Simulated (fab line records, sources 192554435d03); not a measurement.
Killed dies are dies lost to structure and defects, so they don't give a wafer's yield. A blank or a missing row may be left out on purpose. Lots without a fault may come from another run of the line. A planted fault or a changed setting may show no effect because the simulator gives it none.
fab line records | flow n5_finfet
record lots=5 wafers=15 last_day=16
route steps=1938 shown SDB@351
lots that met no fault: from a run of the same line without faults
start_h: hours from the record's first day to the start of the lot's first wafer shown | wait_h: hours since the lot's step before | " the same as in the row above | L1.1+2: a row that stands for several wafers | - no value, or no start given | * or withheld: withheld | < > ~ a bound
route shown NAME@n: a module of which the file shows steps, and the number in the route of the first | usual: mean/standard deviation of fault-free wafers | same: alike in all rows | chamber/n: place in a boat | sites: the reading at each site | _std_site: their standard deviation | _edge_site: outer sites' mean less inner sites' | radius_mm: how far each site lies from the wafer's centre | mask NAME#n: copy n | behind: the tool/chamber that last shaped the wafer | hold: why the lot was held/for how many hours/how that ended | device: the transistor (n, p or np) that didn't switch | end of line: the same wafers' tests at the end of the route | a step without rows: its recipe alone | killed: dies lost to structure and defects at the first sort, not the wafer's yield | map: a wafer's dies, x killed, . not, _ none there
set.NAME: the setting as run; set.NAME@STEP: as run at that earlier step | model.NAME: the simulator's own value behind a step, which no gauge read
lots at some steps of the route; a table a step, a row a wafer
services: from which hour (start_h, from the record's first day; less than 0 if before it) a tool's chamber was out of use, for how many hours, and why
## steps
# step N5_SDB_EBR_07
# recipe solvent=PGMEA ebr_width_mm=1.5
# columns lot.wafer tool chamber start_h wait_h
L074.1+2+4 litho_track-05 0 - -
L076.1+2+5 litho_track-05 0 - -
L077.1+3+4 litho_track-01 0 - -
L090.1+3+4 litho_track-01 0 - -
L092.2+5+6 litho_track-01 0 - -
# step N5_SDB_SOFTBAKE_06
# recipe temp_c=110 time_s=60 resist=CAR-ArF
# usual heater_power_total_W=175.4/1.6 plate_temp_C=109.96/0.12
# columns lot.wafer tool chamber start_h wait_h heater_power_total_W plate_temp_C
L074.1 litho_track-05 0 - - 177.3 109.85
L074.2 " 0 " " 173.5 109.93
L074.4 " 0 " " 173.2 109.76
L076.1 litho_track-05 0 - - 173.0 109.92
L076.2 " 0 " " 177.3 109.89
L076.5 " 0 " " 177.3 109.93
L077.1 litho_track-01 0 - - 174.8 109.90
L077.3 " 0 " " 175.9 109.94
L077.4 " 0 " " 177.3 109.89
L090.1 litho_track-01 0 - - 177.4 110.12
L090.3 " 0 " " 177.0 110.26
L090.4 " 0 " " 174.3 109.95
L092.2 litho_track-01 0 - - 173.4 109.98
L092.5 " 0 " " 177.2 109.88
L092.6 " 0 " " 175.3 109.98
# step N5_SDB_EXPOSE_08
# recipe mask_id=SDB na=1.35 source_shape=conventional sigma_outer=0.5 polarization=unpolarized dose_mj=49.6
# usual reticle_temp_C=23.00/0.12
# same na=1.35 sigma_outer=0.5
# columns lot.wafer tool chamber start_h wait_h mask reticle_temp_C
L074.1 arfi_scanner-02 0 65.56 - SDB#0 23.00
L074.2 " 0 " " SDB#0 22.99
L074.4 " 0 " " SDB#0 23.25
L076.1 arfi_scanner-02 0 86.16 - SDB#0 23.17
L076.2 " 0 " " SDB#0 23.14
L076.5 " 0 " " SDB#0 23.10
L077.1 arfi_scanner-03 0 90.34 - SDB#0 22.94
L077.3 " 0 " " SDB#0 23.03
L077.4 " 0 " " SDB#0 22.84
L090.1 arfi_scanner-02 0 165.84 - SDB#0 22.82
L090.3 " 0 " " SDB#0 22.90
L090.4 " 0 " " SDB#0 22.91
L092.2 arfi_scanner-02 0 179.32 - SDB#0 23.12
L092.5 " 0 " " SDB#0 23.08
L092.6 " 0 " " SDB#0 22.96
# step N5_SDB_PEB_09
# recipe peb_temp_c=withheld peb_time_s=60 resist=CAR-ArF
# same peb_time_s=60
# columns lot.wafer tool chamber start_h wait_h
L074.1+2+4 litho_track-05 0 65.62 0.1
L076.1+2+5 litho_track-05 0 86.22 0.1
L077.1+3+4 litho_track-02 0 90.40 0.1
L090.1+3+4 litho_track-01 0 165.90 0.1
L092.2+5+6 litho_track-02 0 179.37 0.0
# step N5_SDB_DEVELOP_10
# recipe develop_time_s=30 developer=TMAH resist=CAR-ArF rinse_liquid=diw dry=air_spin dev_temp_c=23
# columns lot.wafer tool chamber start_h wait_h
L074.1+2+4 litho_track-05 0 - -
L076.1+2+5 litho_track-05 0 - -
L077.1+3+4 litho_track-02 0 - -
L090.1+3+4 litho_track-01 0 - -
L092.2+5+6 litho_track-02 0 - -
# step N5_SDB_CD_MEAS_11
# recipe target_cd_nm=50 landing_energy_ev=500 detector=se_inlens polarity=opening
# usual cd_nm=49.6/1.1
# same landing_energy_ev=500
# columns lot.wafer tool chamber start_h wait_h cd_nm
L074.1 cd_sem-01 0 65.68 - 48.7
L074.2 " 0 " " 49.1
L074.4 " 0 " " 48.0
L076.1 cd_sem-02 0 86.29 - 48.2
L076.2 " 0 " " 48.7
L076.5 " 0 " " 47.5
L077.1 cd_sem-02 0 90.47 - 49.2
L077.3 " 0 " " 48.8
L077.4 " 0 " " 49.4
L090.1 cd_sem-03 0 165.96 - 49.4
L090.3 " 0 " " 51.2
L090.4 " 0 " " 50.2
L092.2 cd_sem-01 0 179.44 - 48.6
L092.5 " 0 " " 49.5
L092.6 " 0 " " 50.1
# step N5_SDB_OVL_MEAS_12
# recipe points_per_wafer=44
# usual SDB_OVL=-0.5/0.79
# columns lot.wafer tool chamber start_h wait_h SDB_OVL[nm]
L074.1 overlay-02 0 65.71 0.0 -0.4
L074.2 " 0 " " 0.2
L074.4 " 0 " " -0.5
L076.1 overlay-01 0 86.32 0.0 -0.3
L076.2 " 0 " " -0.3
L076.5 " 0 " " 0.0
L077.1 overlay-02 0 90.50 0.0 0.3
L077.3 " 0 " " 0.4
L077.4 " 0 " " 1.3
L090.1 overlay-02 0 165.99 0.0 -1.4
L090.3 " 0 " " -1.1
L090.4 " 0 " " -0.3
L092.2 overlay-01 0 179.47 0.0 -0.4
L092.5 " 0 " " -0.4
L092.6 " 0 " " -0.8
# step N5_SDB_INSPECT_13
# recipe mode=adi inspect_instrument=brightfield
# usual raw_defect_count=77/37
# columns lot.wafer tool chamber start_h wait_h raw_defect_count
L074.1 defect_inspect-01 - 65.74 0.0 99
L074.2 " - " " 134
L074.4 " - " " 96
L076.1 defect_inspect-01 - 86.34 0.0 119
L076.2 " - " " 109
L076.5 " - " " 142
L077.1 defect_inspect-01 - 90.52 0.0 73
L077.3 " - " " 84
L077.4 " - " " 71
L090.1 defect_inspect-01 - 166.02 0.0 57
L090.3 " - " " 22
L090.4 " - " " 50
L092.2 defect_inspect-01 - 179.50 0.0 70
L092.5 " - " " 124
L092.6 " - " " 53
# step N5_SDB_DESCUM_16
# recipe chemistry=O2 time_s=7.9 source_power_w=50 bias_power_w=20 pressure_mtorr=20 rf_frequency_hz=2.712e+07 temp_c=40 resist=CAR-ArF o2_flow_sccm=225
# usual chamber_pressure_mTorr=20.001/0.021 drypump_motor_current_A=5.8/0.51 oes_product_au=0.78/0.065 rf_vpp_V=243.8/1.2 showerhead_plenum_p_Torr=2.13/0.051 throttle_valve_pct=20.50/0.26
# columns lot.wafer tool chamber start_h wait_h chamber_pressure_mTorr drypump_motor_current_A oes_product_au rf_hours_counter_h rf_vpp_V showerhead_plenum_p_Torr throttle_valve_pct
L074.1 rie_diel-05 2 65.77 0.0 20.037 4.9 0.77 148 243.8 2.19 20.11
L074.2 " 0 " " 20.012 5.5 0.82 78 244.0 2.12 20.64
L074.4 " 3 " " 19.961 5.5 0.87 51 245.4 2.24 20.34
L076.1 rie_diel-05 2 86.38 0.0 19.968 4.9 0.77 154 244.4 2.18 20.13
L076.2 " 3 " " 20.022 5.5 0.87 58 245.4 2.24 20.34
L076.5 " 1 " " 19.988 6.2 0.89 - 244.7 2.14 20.58
L077.1 rie_diel-02 2 90.59 0.1 20.042 5.1 0.73 164 243.1 2.10 20.93
L077.3 " 3 " " 20.027 5.9 0.78 95 243.8 2.12 20.69
L077.4 " 1 " " 19.998 6.3 0.72 199 243.9 2.06 20.14
L090.1 rie_diel-06 1 166.71 0.7 20.014 5.7 0.70 199 244.4 2.17 20.62
L090.3 " 0 " " 20.022 6.4 0.71 197 243.0 2.08 20.87
L090.4 " 3 " " 19.989 5.7 0.82 86 243.3 2.12 20.63
L092.2 rie_diel-06 0 179.73 0.2 19.958 6.4 0.70 201 244.3 2.08 20.89
L092.5 " 1 " " 19.982 5.7 0.69 - 244.4 2.17 20.63
L092.6 " 0 " " 19.985 6.4 0.70 - 242.6 2.08 20.87
# step N5_SDB_ETCH_17
# recipe chemistry=CF4 target=SiARC target_depth_a=234 mask_material=CAR-ArF time_s=39 ion_energy_ev=80 pressure_mtorr=40 source_w=545 bias_w=36 Ar_flow_sccm=100 cf4_flow_sccm=100 ends=cleared
# usual chamber_pressure_mTorr=40.00/0.054 drypump_motor_current_A=5.8/0.51 etch_rf_on_time_s=38.7/0.71 oes_product_au=0.67/0.055 rf_vpp_V=184.6/0.96 showerhead_plenum_p_Torr=2.18/0.044 throttle_valve_pct=15.65/0.22
# columns lot.wafer tool chamber start_h wait_h chamber_pressure_mTorr drypump_motor_current_A etch_rf_on_time_s oes_product_au rf_hours_counter_h rf_vpp_V showerhead_plenum_p_Torr throttle_valve_pct
L074.1 rie_diel-05 2 65.81 0.0 39.98 4.9 39.8 0.65 148 184.5 2.22 15.32
L074.2 " 0 " " 40.06 5.5 38.1 0.71 78 183.6 2.17 15.77
L074.4 " 3 " " 40.02 5.4 38.8 0.74 51 186.3 2.26 15.30
L076.1 rie_diel-05 2 86.41 0.0 39.98 4.9 38.6 0.65 154 183.9 2.22 15.34
L076.2 " 3 " " 40.02 5.4 38.0 0.74 58 186.4 2.25 15.32
L076.5 " 1 " " 40.05 6.2 37.7 0.77 - 184.3 2.18 15.61
L077.1 rie_diel-02 2 90.62 0.0 39.92 5.1 39.6 0.63 164 183.8 2.15 16.01
L077.3 " 3 " " 39.93 5.9 38.4 0.67 95 185.9 2.16 15.86
L077.4 " 1 " " 39.97 6.3 39.3 0.62 199 183.6 2.12 15.45
L090.1 rie_diel-06 1 166.75 0.0 39.98 5.7 38.6 0.60 199 184.8 2.21 15.77
L090.3 " 0 " " 39.96 6.4 39.5 0.60 197 183.7 2.13 15.94
L090.4 " 3 " " 40.02 5.7 39.1 0.70 86 184.5 2.17 15.69
L092.2 rie_diel-06 0 179.76 0.0 39.98 6.4 39.2 0.60 201 184.4 2.13 15.95
L092.5 " 1 " " 40.02 5.7 38.2 0.61 - 184.6 2.21 15.77
L092.6 " 0 " " 39.97 6.4 38.9 0.61 - 183.6 2.13 15.95
# step N5_SDB_ETCH_18
# recipe chemistry=N2/H2 target=SOC target_depth_a=1000 overetch_a=200 mask_material=SiARC temp_c=40 time_s=150 ion_energy_ev=200 pressure_mtorr=30 source_w=840 bias_w=150 n2_flow_sccm=200 h2_flow_sccm=200
# usual chamber_pressure_mTorr=30.00/0.032 drypump_motor_current_A=5.8/0.51 n2_flow_sccm=200.0/0.53 oes_product_au=0.70/0.054 rf_vpp_V=525.0/1.9 showerhead_plenum_p_Torr=2.59/0.063 throttle_valve_pct=17.88/0.2
# columns lot.wafer tool chamber start_h wait_h chamber_pressure_mTorr drypump_motor_current_A n2_flow_sccm oes_product_au rf_hours_counter_h rf_vpp_V showerhead_plenum_p_Torr throttle_valve_pct
L074.1 rie_diel-05 2 65.84 0.0 29.98 4.9 200.0 0.69 148 525.9 2.66 17.60
L074.2 " 0 " " 29.99 5.5 198.9 0.73 78 525.7 2.56 17.81
L074.4 " 3 " " 30.01 5.4 200.1 0.78 52 527.7 2.68 17.51
L076.1 rie_diel-05 2 86.45 0.0 29.99 4.9 199.4 0.68 154 526.3 2.65 17.59
L076.2 " 3 " " 29.97 5.5 199.8 0.76 58 527.5 2.68 17.55
L076.5 " 1 " " 30.01 6.2 199.8 0.77 - 526.1 2.58 17.90
L077.1 rie_diel-02 2 90.66 0.0 29.96 5.1 200.5 0.66 164 522.5 2.53 18.10
L077.3 " 3 " " 30.05 5.9 200.6 0.70 95 524.2 2.57 18.12
L077.4 " 1 " " 29.97 6.2 200.1 0.65 199 522.4 2.53 17.69
L090.1 rie_diel-06 1 166.79 0.0 30.00 5.7 200.1 0.63 199 526.1 2.62 17.82
L090.3 " 0 " " 30.00 6.4 200.4 0.64 197 523.9 2.52 18.27
L090.4 " 3 " " 29.97 5.7 200.3 0.73 86 524.6 2.56 17.92
L092.2 rie_diel-06 0 179.80 0.0 30.05 6.4 200.1 0.63 201 522.3 2.51 18.25
L092.5 " 1 " " 29.96 5.7 200.9 0.62 - 526.6 2.62 17.84
L092.6 " 0 " " 30.07 6.4 200.7 0.63 - 524.0 2.51 18.27
# step N5_SDB_STRIP_19
# recipe chemistry=N2/H2 temp_c=40 n2_flow_sccm=200 h2_flow_sccm=200 rf_frequency_hz=6e+07
# columns lot.wafer tool chamber start_h wait_h
L074.1+2+4 rie_diel-05 2,0,3 65.97 0.1
L076.1+2+5 rie_diel-05 2,3,1 86.57 0.1
L077.1+3+4 rie_diel-02 2,3,1 90.79 0.1
L090.1+3+4 rie_diel-06 1,0,3 166.91 0.1
L092.2+5+6 rie_diel-06 0,1,0 179.93 0.1
# step N5_SDB_STRIP_21
# recipe chemistry=CF4 resist=SiARC power_w=300 bias_power_w=75 pressure_mtorr=50 cf4_flow_sccm=150 rf_frequency_hz=6e+07
# usual chamber_pressure_mTorr=50.00/0.046 drypump_motor_current_A=5.8/0.51 oes_product_au=0.77/0.059 rf_vpp_V=271.7/1.1 showerhead_plenum_p_Torr=1.82/0.039 throttle_valve_pct=13.61/0.21
# columns lot.wafer tool chamber start_h wait_h chamber_pressure_mTorr drypump_motor_current_A oes_product_au rf_hours_counter_h rf_vpp_V showerhead_plenum_p_Torr throttle_valve_pct
L074.1 rie_diel-05 2 65.98 0.0 50.02 4.9 0.75 148 273.0 1.87 13.36
L074.2 " 0 " " 50.02 5.5 0.81 78 270.0 1.81 13.69
L074.4 " 3 " " 49.98 5.5 0.85 52 272.4 1.89 13.29
L076.1 rie_diel-05 2 86.58 0.0 50.05 4.9 0.76 154 272.2 1.86 13.37
L076.2 " 3 " " 49.96 5.4 0.85 58 272.0 1.89 13.29
L076.5 " 1 " " 50.08 6.2 0.87 - 270.3 1.82 13.52
L077.1 rie_diel-02 2 90.80 0.0 49.94 5.1 0.74 164 272.1 1.79 13.94
L077.3 " 3 " " 49.98 5.9 0.78 95 272.5 1.81 13.80
L077.4 " 1 " " 50.03 6.3 0.72 199 271.2 1.77 13.43
L090.1 rie_diel-06 1 166.92 0.0 50.02 5.7 0.69 199 270.4 1.86 13.80
L090.3 " 0 " " 50.06 6.4 0.70 197 271.6 1.78 13.94
L090.4 " 3 " " 50.01 5.7 0.82 86 271.4 1.80 13.59
L092.2 rie_diel-06 0 179.94 0.0 49.92 6.4 0.70 201 270.6 1.78 13.95
L092.5 " 1 " " 50.00 5.7 0.70 - 272.7 1.86 13.81
L092.6 " 0 " " 50.02 6.4 0.70 - 270.1 1.78 13.93
# step N5_SDB_HM_OPEN_20
# recipe chemistry=CH3F/O2 target=SiNx mask_material=SOC target_depth_a=240 stop_on=poly-Si over_etch_frac=0.4 ion_energy_ev=120 pressure_mtorr=30 source_w=395 bias_w=73 Ar_flow_sccm=150 CH3F_flow_sccm=30 O2_flow_sccm=20
# usual CH3F_flow_sccm=30.01/0.086 chamber_pressure_mTorr=30.002/0.027 drypump_motor_current_A=5.8/0.51 oes_product_au=0.64/0.05 rf_vpp_V=295/6.2 showerhead_plenum_p_Torr=2.04/0.041 throttle_valve_pct=16.39/0.24
# same over_etch_frac=0.4
# columns lot.wafer tool chamber start_h wait_h CH3F_flow_sccm chamber_pressure_mTorr drypump_motor_current_A oes_product_au rf_hours_counter_h rf_vpp_V showerhead_plenum_p_Torr throttle_valve_pct
L074.1 rie_diel-05 2 66.00 0.0 30.11 29.997 4.9 0.63 148 304 2.08 16.02
L074.2 " 0 " " 30.13 30.025 5.5 0.66 78 302 2.03 16.55
L074.4 " 3 " " 30.02 29.966 5.5 0.72 52 293 2.11 16.03
L076.1 rie_diel-05 2 86.60 0.0 29.88 29.958 4.9 0.61 154 304 2.08 16.02
L076.2 " 3 " " 30.05 29.983 5.5 0.70 58 293 2.11 16.02
L076.5 " 1 " " 30.09 29.962 6.2 0.73 - 304 2.04 16.40
L077.1 rie_diel-02 2 90.82 0.0 29.95 29.984 5.1 0.61 164 291 2.01 16.78
L077.3 " 3 " " 30.00 29.957 5.9 0.64 95 284 2.02 16.59
L077.4 " 1 " " 30.07 29.990 6.3 0.59 199 293 1.99 16.18
L090.1 rie_diel-06 1 166.94 0.0 29.99 30.021 5.7 0.56 199 295 2.06 16.41
L090.3 " 0 " " 29.96 29.955 6.4 0.58 197 288 1.98 16.68
L090.4 " 3 " " 29.87 30.035 5.7 0.68 86 301 2.04 16.51
L092.2 rie_diel-06 0 179.96 0.0 29.93 29.991 6.4 0.57 201 288 1.98 16.68
L092.5 " 1 " " 30.06 30.024 5.7 0.58 - 294 2.05 16.43
L092.6 " 0 " " 30.05 30.005 6.4 0.58 - 287 1.98 16.68
# step N5_SDB_STRIP_22
# recipe chemistry=N2/H2 power_w=1000 temp_c=250 h2_frac=0.65 overash_fraction=0.3 pressure_mtorr=withheld n2_flow_sccm=1750 h2_flow_sccm=3250
# usual drypump_motor_current_A=5.3/0.32 heater_power_w=299/10 n2_flow_sccm=1749/5 oes_product_au=0.714/0.0047 strip_time_to_endpoint_s=96.2/0.37
# columns lot.wafer tool chamber start_h wait_h drypump_motor_current_A heater_power_w n2_flow_sccm oes_product_au rf_hours_counter_h strip_time_to_endpoint_s
L074.1 plasma_asher-02 0 66.08 0.1 5.8 324 1753 0.713 82 96.5
L074.2 " 1 " " 5.9 306 1746 0.711 82 95.9
L074.4 " 0 " " 5.8 327 1753 0.708 - 96.2
L076.1 plasma_asher-01 0 86.69 0.1 4.9 289 1747 0.716 40 96.2
L076.2 " 1 " " 5.3 305 1733 0.716 40 95.6
L076.5 " 1 " " 5.3 297 1748 0.715 - 95.7
L077.1 plasma_asher-02 0 90.90 0.1 5.8 326 1743 0.718 85 96.7
L077.3 " 0 " " 5.8 319 1748 0.707 - 96.1
L077.4 " 1 " " 5.8 302 1744 0.724 - 96.1
L090.1 plasma_asher-01 1 167.02 0.1 5.3 302 1754 0.714 58 96.6
L090.3 " 1 " " 5.2 302 1747 0.722 - 96.5
L090.4 " 0 " " 4.9 291 1746 0.715 - 96.3
L092.2 plasma_asher-01 1 180.04 0.1 5.3 293 1745 0.717 60 96.0
L092.5 " 1 " " 5.3 298 1749 0.713 - 95.4
L092.6 " 0 " " 5.0 297 1749 0.713 - 96.0
# step N5_SDB_PRECLEAN_23
# recipe chemistry=dHF time_s=30 temp_c=25 dilution=withheld
# columns lot.wafer tool chamber start_h wait_h
L074.1+2+4 wet_bench-06 2,4,6 66.23 0.1
L076.1+2+5 wet_bench-06 0,2,4 86.83 0.1
L077.1+3+4 wet_bench-02 7,6,1 91.05 0.1
L090.1+3+4 wet_bench-06 7,0,3 167.17 0.1
L092.2+5+6 wet_bench-02 2,0,7 180.19 0.1
# step N5_SDB_DUMMY_REMOVE_24
# recipe chemistry=TMAH temp_c=70 target=poly-Si stop_on=SiO2 target_depth_nm=142 conc_wt_pct=5 time_s=57 dry=ipa_marangoni rinse_time_s=30 rinse_temp_c=23
# columns lot.wafer tool chamber start_h wait_h
L074.1+2+4 wet_bench-06 2,4,6 66.24 0.0
L076.1+2+5 wet_bench-06 0,2,4 86.84 0.0
L077.1+3+4 wet_bench-02 7,6,1 91.06 0.0
L090.1+3+4 wet_bench-06 7,0,3 167.18 0.0
L092.2+5+6 wet_bench-02 2,0,7 180.20 0.0
# step N5_SDB_ETCH_25
# recipe chemistry=C4F6/O2 target=SiO2 target_depth_a=100 time_s=3.3 ion_energy_ev=250 mask_material=SiNx pressure_mtorr=30 source_w=345 bias_w=185 Ar_flow_sccm=300 C4F6_flow_sccm=10 O2_flow_sccm=10
# usual chamber_pressure_mTorr=29.997/0.028 drypump_motor_current_A=5.8/0.49 oes_product_au=0.78/0.061 rf_vpp_V=658/15 showerhead_plenum_p_Torr=2.90/0.054 throttle_valve_pct=21.26/0.28
# columns lot.wafer tool chamber start_h wait_h chamber_pressure_mTorr drypump_motor_current_A oes_product_au rf_hours_counter_h rf_vpp_V showerhead_plenum_p_Torr throttle_valve_pct
L074.1 rie_diel-02 2 66.30 0.0 29.987 5.1 0.73 156 652 2.87 21.66
L074.2 " 1 " " 29.997 6.3 0.71 191 659 2.83 20.97
L074.4 " 3 " " 30.035 5.9 0.79 - 632 2.87 21.43
L076.1 rie_diel-02 0 86.93 0.1 29.952 6.5 0.90 30 658 3.00 21.07
L076.2 " 2 " " 29.963 5.1 0.73 163 650 2.87 21.67
L076.5 " 0 " " 29.947 6.5 0.90 - 659 3.00 21.07
L077.1 rie_diel-05 3 91.24 0.1 29.934 5.5 0.86 59 657 2.99 20.87
L077.3 " 2 " " 29.988 4.9 0.76 155 678 2.95 20.82
L077.4 " 0 " " 30.011 5.5 0.83 86 676 2.89 21.50
L090.1 rie_diel-06 2 168.98 1.8 30.015 5.5 0.78 113 646 2.87 21.11
L090.3 " 1 " " 30.017 5.7 0.71 201 659 2.92 21.18
L090.4 " 0 " " 30.001 6.4 0.70 198 645 2.82 21.52
L092.2 rie_diel-02 3 180.31 0.1 30.048 5.9 0.76 119 633 2.86 21.49
L092.5 " 0 " " 29.972 6.5 0.86 - 659 2.99 21.12
L092.6 " 1 " " 30.014 6.3 0.70 - 658 2.82 21.01
# step N5_SDB_CUT_ETCH_26
# recipe chemistry=HBr/Cl2/O2 target=Si target_depth_a=1296 bt_time_s=20 mask_material=SiNx time_s=51.8 ion_energy_ev=* bias_w=* pressure_mtorr=10 icp_w=800 HBr_flow_sccm=150 Cl2_flow_sccm=80 O2_flow_sccm=12
# usual chamber_pressure_mTorr=10.000/0.0094 drypump_motor_current_A=5.8/0.51 oes_product_au=0.999/0.017 throttle_valve_pct=37.29/0.29
# columns lot.wafer tool chamber start_h wait_h chamber_pressure_mTorr drypump_motor_current_A oes_product_au rf_hours_counter_h throttle_valve_pct
L074.1 rie_si-04 3 66.38 0.1 10.010 5.2 1.002 103 37.21
L074.2 " 2 " " 10.007 5.1 1.022 187 36.93
L074.4 " 1 " " 9.992 6.0 0.991 59 37.66
L076.1 rie_si-02 3 87.03 0.1 9.998 5.7 0.981 55 37.49
L076.2 " 2 " " 10.012 6.0 1.017 1 37.18
L076.5 " 3 " " 10.013 5.7 0.983 - 37.49
L077.1 rie_si-02 2 91.32 0.1 10.001 6.1 1.026 1 37.20
L077.3 " 3 " " 10.002 5.7 0.975 56 37.51
L077.4 " 0 " " 9.997 5.1 1.003 26 37.48
L090.1 rie_si-04 3 169.06 0.1 10.016 5.2 0.997 105 37.19
L090.3 " 1 " " 10.000 5.9 0.989 60 37.67
L090.4 " 0 " " 10.004 6.7 1.006 10 36.85
L092.2 rie_si-02 2 180.39 0.1 10.003 6.1 1.026 3 37.19
L092.5 " 2 " " 10.002 6.1 1.028 - 37.21
L092.6 " 3 " " 10.018 5.7 0.985 - 37.49
# step N5_SDB_PRECLEAN_38
# recipe chemistry=dHF time_s=10 dilution=750:1 temp_c=25
# columns lot.wafer tool chamber start_h wait_h
L074.1+2+4 wet_bench-03 0,1,6 66.52 0.1
L076.1+2+5 wet_bench-06 1,2,5 87.14 0.1
L077.1+3+4 wet_bench-02 4,3,6 91.44 0.1
L090.1+3+4 wet_bench-02 0,7,3 169.18 0.1
L092.2+5+6 wet_bench-02 4,3,5 180.51 0.1
# step N5_SDB_PRECLEAN_39
# recipe chemistry=O3/DIW time_s=45 temp_c=22 o3_ppm=10
# columns lot.wafer tool chamber start_h wait_h
L074.1+2+4 wet_bench-03 0,1,6 66.53 0.0
L076.1+2+5 wet_bench-06 1,2,5 87.15 0.0
L077.1+3+4 wet_bench-02 4,3,6 91.44 0.0
L090.1+3+4 wet_bench-02 0,7,3 169.18 0.0
L092.2+5+6 wet_bench-02 4,3,5 180.51 0.0
# step N5_SDB_SRD_28
# recipe dry=ipa_marangoni time_s=30 temp_c=23 rinse_liquid=diw
# columns lot.wafer tool chamber start_h wait_h
L074.1+2+4 wet_bench-03 0,1,6 66.54 0.0
L076.1+2+5 wet_bench-06 1,2,5 87.16 0.0
L077.1+3+4 wet_bench-02 4,3,6 91.46 0.0
L090.1+3+4 wet_bench-02 0,7,3 169.20 0.0
L092.2+5+6 wet_bench-02 4,3,5 180.53 0.0
# step N5_SDB_ALD_29
# recipe material=SiNx target_thk_a=300 temp_c=400 ald_precursor_family=SiH2I2 ald_co_reactant=N2/H2-plasma pulse_time_s=1 ald_cycles=600 purge_time_s=2 co_reactant_purge_time_s=2 pressure_torr=2
# usual chamber_pressure_Torr=2.000/0.0046 heater_power_w=803/54 precursor_pulse_height_rel=0.998/0.019
# columns lot.wafer tool chamber start_h wait_h chamber_pressure_Torr heater_power_w precursor_pulse_height_rel
L074.1 ald_sin-02 1 66.60 0.0 2.009 803 1.032
L074.2 " 2 " " 2.000 885 0.979
L074.4 " 2 67.96 1.4 2.003 901 1.018
L076.1 ald_sin-01 1 87.21 0.0 2.001 775 1.024
L076.2 " 3 " " 2.004 876 0.992
L076.5 " 0 88.56 1.4 2.004 802 0.979
L077.1 ald_sin-01 0 91.50 0.0 2.003 777 1.018
L077.3 " 1 " " 2.001 811 0.991
L077.4 " 3 " " 2.005 865 0.983
L090.1 ald_sin-01 3 169.29 0.1 1.995 853 0.987
L090.3 " 0 " " 1.995 777 0.968
L090.4 " 1 " " 1.997 798 1.038
L092.2 ald_sin-01 2 180.64 0.1 2.006 772 0.979
L092.5 " 3 182.00 1.5 1.999 870 0.978
L092.6 " 0 " " 2.006 791 0.974
# step N5_SDB_CMP_30
# recipe stop_on=poly-Si t_overpolish_s=1.54 post_cmp_clean=alkaline_brush down_force_psi=4.1491 platen_rpm=51.796 pad_velocity_m_s=1.0306 target_thk_nm=30
# usual head_pressure_psi=4.149/0.009 motor_current_A=12.5/1.1 overpolish_run_s=1.540/0.0094 time_to_endpoint_s=18.4/2.6
# same t_overpolish_s=1.54
# columns lot.wafer tool chamber start_h wait_h head_pressure_psi motor_current_A overpolish_run_s time_to_endpoint_s
L074.1 cmp-03 2 69.34 1.4 4.157 11.0 1.542 18.0
L074.4 " 0 " " 4.161 13.1 1.523 18.0
L074.2 " 1 " " 4.143 14.2 1.544 17.7
L076.1 cmp-02 0 89.94 1.4 4.159 13.1 1.541 17.3
L076.2 " 2 " " 4.147 13.5 1.517 21.4
L076.5 " 1 " " 4.128 13.5 1.555 21.4
L077.1 cmp-01 2 94.24 1.4 4.158 11.8 1.540 17.7
L077.4 " 3 " " 4.157 11.7 1.529 18.7
L077.3 " 1 " " 4.149 12.6 1.554 18.1
L090.4 cmp-01 3 172.07 1.4 4.151 12.0 1.543 18.3
L090.3 " 0 " " 4.143 12.1 1.542 24.0
L090.1 " 1 " " 4.156 13.4 1.545 19.6
L092.2 cmp-03 3 183.45 1.5 4.134 13.2 1.544 18.9
L092.5 " 1 " " 4.145 15.3 1.554 16.4
L092.6 " 2 " " 4.144 10.5 1.535 16.1
# step N5_SDB_THK_MEAS_31
# recipe reads=a-Si_of_DUMMY_GATE_CVD_03
# usual SDB_THK=64.5/1.2
# columns lot.wafer tool chamber start_h wait_h SDB_THK[nm]
L074.1 film_metro-02 - 69.63 - 63.8
L074.2 " - " " 63.2
L074.4 " - " " 62.0
L076.1 film_metro-01 - 90.24 - 61.8
L076.2 " - " " 63.0
L076.5 " - " " 63.1
L077.1 film_metro-02 - 94.55 0.3 64.8
L077.3 " - " " 63.3
L077.4 " - " " 64.2
L090.1 film_metro-02 - 172.32 - 66.1
L090.3 " - " " 65.1
L090.4 " - " " 63.9
L092.2 film_metro-02 - 183.67 - 65.7
L092.5 " - " " 64.0
L092.6 " - " " 65.6
# step N5_SDB_INSPECT_36
# recipe inspect_instrument=darkfield mode=post_cmp
# usual raw_defect_count=39/16
# columns lot.wafer tool chamber start_h wait_h raw_defect_count
L074.1 defect_inspect-02 - 69.66 0.0 61
L074.2 " - " " 45
L074.4 " - " " 37
L076.1 defect_inspect-02 - 90.26 0.0 41
L076.2 " - " " 34
L076.5 " - " " 49
L077.1 defect_inspect-02 - 94.57 0.0 33
L077.3 " - " " 46
L077.4 " - " " 26
L090.1 defect_inspect-01 - 172.35 0.0 37
L090.3 " - " " 35
L090.4 " - " " 64
L092.2 defect_inspect-01 - 183.70 0.0 44
L092.5 " - " " 36
L092.6 " - " " 27
## services
# columns tool chamber start_h hours kind
cmp-01 - 42.02 0.6 repair
rie_si-04 - 43.21 0.7 repair
arfi_scanner-02 - 44.93 1.0 pm
rie_si-02 0 53.61 35.2 repair
arfi_scanner-02 - 54.63 0.7 repair
plasma_asher-02 - 55.18 1.2 repair
rie_diel-02 0 64.99 3.1 repair
plasma_asher-02 - 76.57 4.5 repair
rie_si-04 - 90.30 0.1 repair
cmp-03 - 90.38 4.7 pm
rie_diel-06 3 91.74 2.4 repair
arfi_scanner-02 - 97.14 1.1 repair
arfi_scanner-02 - 103.46 0.8 pm
rie_si-02 - 109.18 0.2 repair
plasma_asher-02 - 110.53 14.6 pm
ald_sin-01 0 116.49 4.4 repair
cmp-01 - 121.33 4.0 pm
ald_sin-01 - 134.08 0.8 pm
rie_si-04 2 144.64 1.1 repair
arfi_scanner-02 - 148.55 1.3 pm
arfi_scanner-02 - 153.50 0.8 pm
rie_diel-02 - 156.72 16.8 repair
rie_diel-06 1 161.09 4.9 repair
rie_diel-05 2 164.28 5.6 repair
## key
fault none
